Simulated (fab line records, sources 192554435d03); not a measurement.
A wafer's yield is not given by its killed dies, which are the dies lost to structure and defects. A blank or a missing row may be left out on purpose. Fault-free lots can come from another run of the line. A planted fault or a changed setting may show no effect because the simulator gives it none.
Chamber matching	flow n5Finfet	N5_MOL_CONTACT_COAG_DESCUM_88 on rieDiel-03 has 4 sister chambers
The step chemistry O2, time 7 s. 8 wafers are shown with their chamber, then 9 later ones without.

## WAFERS PAIRED WITH THEIR CHAMBERS
wafer	chamber	showerheadPlenumPTorr (Torr)	throttleValvePct (%)
L080.5	2	2.14	20.00
L081.2	1	2.14	20.17
L081.5	3	2.09	20.13
L089.3	1	2.14	20.21
L089.5	0	2.21	19.95
L091.1	3	2.09	20.14
L091.2	0	2.21	20.00
L091.3	2	2.13	20.03

## WAFERS WITH NO CHAMBER GIVEN
wafer	showerheadPlenumPTorr (Torr)	throttleValvePct (%)
L093.2	2.09	20.16
L093.3	2.13	20.04
L093.4	2.21	19.99
L094.1	2.21	20.00
L094.5	2.21	20.00
L094.6	2.13	20.19
L097.2	2.08	20.18
L097.4	2.13	20.21
L097.5	2.21	20.00

## WHICH CHAMBER EACH ONE RAN IN
wafer	from the rows above	in truth
L093.2	3	3
L093.3	2	2
L093.4	0	0
L094.1	0	0
L094.5	0	0
L094.6	1	1
L097.2	3	3
L097.4	1	1
L097.5	0	0
Correct placement for 9 of the 9. Left unplaced by these rows: 0. Wrongly placed: 0.
How it was worked out, from the rows above alone: a wafer's distance from a chamber is the root of the sum, over the readings, of the square of ((its reading less the chamber's mean) divided by the reading's scatter). The wafer belongs to the nearest chamber; if the next one is less than 2 further off, it can't be placed. Each chamber's mean is taken over the wafers shown for it. The scatter: the root of (the sum of the squares of (reading less its chamber's mean) over the shown wafers, divided by (wafers less chambers)).
